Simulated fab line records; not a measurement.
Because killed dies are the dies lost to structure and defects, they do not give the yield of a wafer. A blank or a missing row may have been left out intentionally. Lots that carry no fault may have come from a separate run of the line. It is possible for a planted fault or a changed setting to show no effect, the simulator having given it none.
Which tool is to blame? ; flow nand harc ; 72 wafers from 24 lots sampled at 6 of the route's 1159 steps

## WHAT THE GAUGES READ, wafer by wafer
NHARC_A_BONDPAD_THK_MEAS_30: measures by ellipsometry. Usual: thk nm reads 200.2 nm (standard deviation 1.4).
lot;measured;on;thk nm (nm);flag
L074;day 17 17:53;film metro-01;198.5 198.8 202.1;
L077;day 18 03:35;film metro-01;201.3 198.7 199.3;
L075;day 18 04:43;film metro-02;199.0 200.6 197.8;
L079;day 18 05:56;film metro-01;201.9 200.2 200.1;
L078;day 18 09:02;film metro-01;200.3 201.0 202.8;
L076;day 18 11:08;film metro-01;198.8 201.6 199.4;
L080;day 19 09:39;film metro-02;199.5 200.2 200.1;
L082;day 19 19:31;film metro-01;203.1 201.5 200.8;
L081;day 19 22:44;film metro-02;201.8 197.9 199.1;
L083;day 20 08:37;film metro-01;202.1 202.7 198.7;
L086;day 20 15:29;film metro-01;198.9 201.2 202.1;
L084;day 20 18:43;film metro-01;200.0 200.4 199.1;
L085;day 20 19:21;film metro-01;199.4 201.7 199.1;
L089;day 21 20:43;film metro-01;201.8 201.8 201.2;
L087;day 21 21:22;film metro-01;198.3 199.7 200.1;
L091;day 21 22:43;film metro-02;201.1 203.1 199.5;
L090;day 22 03:53;film metro-02;201.3 200.5 201.3;
L088;day 22 04:12;film metro-01;200.3 201.6 203.9;
L093;day 22 14:16;film metro-01;198.5 199.4 201.0;
L095;day 22 13:40;film metro-02;202.3 200.3 200.9;
L094;day 22 14:24;film metro-01;201.5 200.5 199.8;
L092;day 23 01:02;film metro-02;199.5 199.0 199.6;
L097;day 23 08:00;film metro-01;200.0 197.1 199.6;
L096;day 23 15:46;film metro-01;200.1 200.8 199.1;

## EACH LOT AND THE TOOL THAT RAN IT (in order: tool; ch and the chambers of the sampled wafers; start)
lot;NHARC_A_CONTACT_DEP_29;NHARC_A_CONTACT_ETCH_120;NHARC_A_CONTACT_STRIP_55;NHARC_A_CONTACT_ETCH_132;NHARC_A_M1_PVD_20
L074;pecvd-01 ch 0,1, day 16 01:41;har cap etch-01 ch 0,1, day 16 05:05;rie diel-06 ch 1,2,3, day 16 12:20 or earlier;har cap etch-01 ch 0,1, day 16 12:20;pvd sputter-01, day 17 17:53 or earlier
L077;pecvd-02 ch 0,1,2, day 16 14:35;har cap etch-03 ch 0,1, day 16 17:44;rie diel-13 ch 1,2,3, day 17 01:34 or earlier;har cap etch-01 ch 0,1, day 17 01:34;pvd sputter-01, day 18 03:35 or earlier
L075;pecvd-04 ch 0,1,2, day 16 14:54;har cap etch-01 ch 0,1, day 16 17:59;rie diel-06 ch 0,1,3, day 17 02:10 or earlier;har cap etch-02 ch 0,1, day 17 02:10;pvd sputter-03, day 18 04:43 or earlier
L079;pecvd-01 ch 0,1,2, day 16 18:40;har cap etch-03 ch 0,1, day 16 21:50;rie diel-06 ch 1,2,3, day 17 05:05 or earlier;har cap etch-03 ch 0,1, day 17 05:05;pvd sputter-01, day 18 05:56 or earlier
L078;pecvd-02 ch 1,2, day 16 19:01;har cap etch-01 ch 0,1, day 16 22:17;rie diel-13 ch 0,1,3, day 17 05:44 or earlier;har cap etch-01 ch 0,1, day 17 05:44;pvd sputter-02, day 18 09:02 or earlier
L076;pecvd-01 ch 0,1, day 16 22:04;har cap etch-03 ch 0,1, day 17 01:04;rie diel-05 ch 1,2, day 17 08:03 or earlier;har cap etch-02 ch 0, day 17 08:03;pvd sputter-02, day 18 11:08 or earlier
L080;pecvd-04 ch 0,2, day 17 21:26;har cap etch-02 ch 0,1, day 18 00:31;rie diel-06 ch 2,3, day 18 10:03 or earlier;har cap etch-03 ch 0,1, day 18 10:03;pvd sputter-03, day 19 09:39 or earlier
L082;pecvd-01 ch 0,1,2, day 18 07:16;har cap etch-01 ch 0,1, day 18 10:40;rie diel-13 ch 0,3, day 18 18:52 or earlier;har cap etch-02 ch 0,1, day 18 18:52;pvd sputter-01, day 19 19:31 or earlier
L081;pecvd-04 ch 0,2, day 18 10:49;har cap etch-02 ch 0,1, day 18 13:52;rie diel-05 ch 0,1,2, day 18 21:49 or earlier;har cap etch-01 ch 0,1, day 18 21:49;pvd sputter-02, day 19 22:44 or earlier
L083;pecvd-04 ch 0,1,2, day 18 13:43;har cap etch-03 ch 0,1, day 18 16:46;rie diel-05 ch 0,1, day 19 02:07 or earlier;har cap etch-01 ch 0,1, day 19 02:07;pvd sputter-01, day 20 08:37 or earlier
L086;pecvd-02 ch 0,1, day 18 19:56;har cap etch-03 ch 0,1, day 18 23:02;rie diel-06 ch 0,3, day 19 10:59 or earlier;har cap etch-03 ch 0,1, day 19 10:59;pvd sputter-03, day 20 15:29 or earlier
L084;pecvd-04 ch 1,2, day 18 20:46;har cap etch-02 ch 0,1, day 18 23:53;rie diel-06 ch 0,3, day 19 11:59 or earlier;har cap etch-02 ch 1, day 19 11:59;pvd sputter-01, day 20 18:43 or earlier
L085;pecvd-01 ch 1,2, day 19 04:31;har cap etch-01 ch 1, day 19 07:31;rie diel-13 ch 2,3, day 19 14:38 or earlier;har cap etch-03 ch 0,1, day 19 14:38;pvd sputter-02, day 20 19:21 or earlier
L089;pecvd-04 ch 0,1, day 20 01:55;har cap etch-01 ch 0,1, day 20 04:51;rie diel-06 ch 0,1,2, day 20 15:10 or earlier;har cap etch-02 ch 0,1, day 20 15:10;pvd sputter-03, day 21 20:43 or earlier
L087;pecvd-01 ch 1,2, day 20 03:42;har cap etch-02 ch 1, day 20 06:54;rie diel-06 ch 2,3, day 20 15:22 or earlier;har cap etch-03 ch 0,1, day 20 15:22;pvd sputter-01, day 21 21:22 or earlier
L091;pecvd-04 ch 0,1, day 20 07:58;har cap etch-03 ch 0,1, day 20 11:05;rie diel-06 ch 0,1,3, day 20 18:49 or earlier;har cap etch-02 ch 0,1, day 20 18:49;pvd sputter-02, day 21 22:43 or earlier
L090;pecvd-02 ch 0,1,2, day 20 10:08;har cap etch-01 ch 0,1, day 20 13:13;rie diel-06 ch 0,1,2, day 20 20:34 or earlier;har cap etch-03 ch 0,1, day 20 20:34;pvd sputter-01, day 22 03:53 or earlier
L088;pecvd-01 ch 1,2, day 20 13:58;har cap etch-01 ch 0,1, day 20 17:05;rie diel-06 ch 0,1, day 21 01:50 or earlier;har cap etch-02 ch 0,1, day 21 01:50;pvd sputter-02, day 22 04:12 or earlier
L093;pecvd-02 ch 0,1,2, day 20 17:49;har cap etch-01 ch 0,1, day 20 20:47;rie diel-13 ch 1,2,3, day 21 06:50 or earlier;har cap etch-02 ch 0,1, day 21 06:50;pvd sputter-03, day 22 14:16 or earlier
L095;pecvd-01 ch 1,2, day 20 19:01;har cap etch-02 ch 0,1, day 20 22:14;rie diel-06 ch 0,2, day 21 09:01 or earlier;har cap etch-03 ch 0,1, day 21 09:01;pvd sputter-02, day 22 13:40 or earlier
L094;pecvd-04 ch 0,2, day 21 00:53;har cap etch-03 ch 0,1, day 21 04:04;rie diel-13 ch 1,2,3, day 21 14:39 or earlier;har cap etch-01 ch 0,1, day 21 14:39;pvd sputter-02, day 22 14:24 or earlier
L092;pecvd-04 ch 1,2, day 21 15:37;har cap etch-01 ch 0,1, day 21 18:35;rie diel-06 ch 0,3, day 22 02:27 or earlier;har cap etch-03 ch 0,1, day 22 02:27;pvd sputter-03, day 23 01:02 or earlier
L097;pecvd-01 ch 0,1, day 21 21:31;har cap etch-02 ch 0,1, day 22 00:37;rie diel-13 ch 0,1,2, day 22 07:42 or earlier;har cap etch-03 ch 0,1, day 22 07:42;pvd sputter-03, day 23 08:00 or earlier
L096;pecvd-01 ch 1,2, day 21 22:21;har cap etch-01 ch 0,1, day 22 01:28;rie diel-13 ch 1,2, day 22 09:38 or earlier;har cap etch-02 ch 0,1, day 22 09:38;pvd sputter-01, day 23 15:46 or earlier
- NHARC_A_CONTACT_DEP_29: deposits SiON, target thk 70 nm.
- NHARC_A_CONTACT_ETCH_120: etches the open film in C4F8/O2/Ar, time 94 s, target depth 922 nm.
- NHARC_A_CONTACT_STRIP_55: strips in O2.
- NHARC_A_CONTACT_ETCH_132: etches the open film in C4F8/O2/Ar, time 156 s, target depth 958 nm.
- NHARC_A_M1_PVD_20: deposits TaN, target thk 5 nm, time 8.06 s.

## WHAT THE TOOLS THEMSELVES READ (means of the sampled wafers that have a number; where no wafer has one, the mark that the record gives instead)
NHARC_A_CONTACT_DEP_29. Usual: heater power w reads 743 W (standard deviation 81).
lot;tool;heater power w (W);flag
L074;pecvd-01;743;
L077;pecvd-02;808;
L075;pecvd-04;665;
L079;pecvd-01;805;
L078;pecvd-02;784;
L076;pecvd-01;840;
L080;pecvd-04;650;
L082;pecvd-01;750;
L081;pecvd-04;621;
L083;pecvd-04;689;
L086;pecvd-02;791;
L084;pecvd-04;632;
L085;pecvd-01;831;
L089;pecvd-04;730;
L087;pecvd-01;814;
L091;pecvd-04;742;
L090;pecvd-02;784;
L088;pecvd-01;761;
L093;pecvd-02;780;
L095;pecvd-01;775;
L094;pecvd-04;606;
L092;pecvd-04;716;
L097;pecvd-01;743;
L096;pecvd-01;786;

NHARC_A_CONTACT_STRIP_55. Usual: drypump motor current A 5.8 A, standard deviation 0.52; oes product au 0.999 a.u., standard deviation 0.0074; rf vpp V 57.8 V, standard deviation 0.9; showerhead plenum p Torr 3.55 Torr, standard deviation 0.15; throttle valve pct 17.036 %, standard deviation 0.0097.
lot;tool;drypump motor current A (A);oes product au (a.u.);rf vpp V (V);showerhead plenum p Torr (Torr);throttle valve pct (%);flag
L074;rie diel-06;5.7;0.996;57.1;3.56;17.028;
L077;rie diel-13;6.2;1.008;57.8;3.53;17.024;
L075;rie diel-06;5.8;0.992;57.9;3.48;17.048;
L079;rie diel-06;5.7;0.994;57.7;3.55;17.040;
L078;rie diel-13;6.2;0.997;57.6;3.61;17.037;
L076;rie diel-05;5.7;1.002;57.3;3.58;17.036;
L080;rie diel-06;5.6;0.996;58.2;3.68;17.030;
L082;rie diel-13;6.1;0.998;59.2;3.73;17.037;
L081;rie diel-05;5.9;0.996;58.4;3.64;17.033;
L083;rie diel-05;6.0;0.996;58.0;3.69;17.034;
L086;rie diel-06;6.2;1.007;58.2;3.61;17.044;
L084;rie diel-06;6.2;1.004;57.2;3.61;17.036;
L085;rie diel-13;6.0;1.000;58.7;3.56;17.041;
L089;rie diel-06;5.2;1.000;57.5;3.48;17.031;
L087;rie diel-06;5.6;1.002;58.3;3.68;17.029;
L091;rie diel-06;5.8;0.998;58.1;3.48;17.036;
L090;rie diel-06;5.2;1.001;58.5;3.48;17.030;
L088;rie diel-06;5.3;1.005;58.5;3.41;17.043;
L093;rie diel-13;6.2;0.994;58.2;3.52;17.027;
L095;rie diel-06;5.1;1.006;58.5;3.61;17.033;
L094;rie diel-13;6.1;0.990;58.0;3.51;17.034;
L092;rie diel-06;5.8;1.002;58.1;3.54;17.042;
L097;rie diel-13;6.0;0.990;57.3;3.56;17.040;
L096;rie diel-13;6.0;1.002;57.9;3.48;17.044;

NHARC_A_M1_PVD_20. Usual: cathode dc power W 15000 W, standard deviation 2.6; throttle valve pct 30.3 %, standard deviation 1.1.
lot;tool;cathode dc power W (W);throttle valve pct (%);flag
L074;pvd sputter-01;14999;30.8;
L077;pvd sputter-01;15001;30.5;
L075;pvd sputter-03;14999;29.7;
L079;pvd sputter-01;15003;30.7;
L078;pvd sputter-02;15000;29.6;
L076;pvd sputter-02;15000;29.7;
L080;pvd sputter-03;14995;29.3;
L082;pvd sputter-01;15002;30.9;
L081;pvd sputter-02;15003;30.1;
L083;pvd sputter-01;14998;31.0;
L086;pvd sputter-03;15001;29.8;
L084;pvd sputter-01;15000;30.5;
L085;pvd sputter-02;15000;29.1;
L089;pvd sputter-03;15000;30.5;
L087;pvd sputter-01;15001;31.5;
L091;pvd sputter-02;15000;30.5;
L090;pvd sputter-01;15001;31.1;
L088;pvd sputter-02;15002;29.2;
L093;pvd sputter-03;15000;30.3;
L095;pvd sputter-02;15001;29.3;
L094;pvd sputter-02;15001;29.7;
L092;pvd sputter-03;15002;30.4;
L097;pvd sputter-03;15002;31.0;
L096;pvd sputter-01;14998;31.0;

## THE ANSWER, worked out from the rows above alone
Rule: a lot counts as off when the mean over its wafers that have a number is more than 3 standard deviations away from the usual mean. Also off: a lot with no number at a reading for which 4 or more lots have one. Any other lot the step has rows for is counted as sound. The gauges are gone through in route order, then the tools' own readings, and for those a lot's mean is taken as printed above. At the first step where some lot is off, the reading lying furthest off is the one used; lots without a number count as furthest.
Nothing can be told from this: no lot is off at any reading shown.

## WHAT THE SIMULATOR HAD INSERTED
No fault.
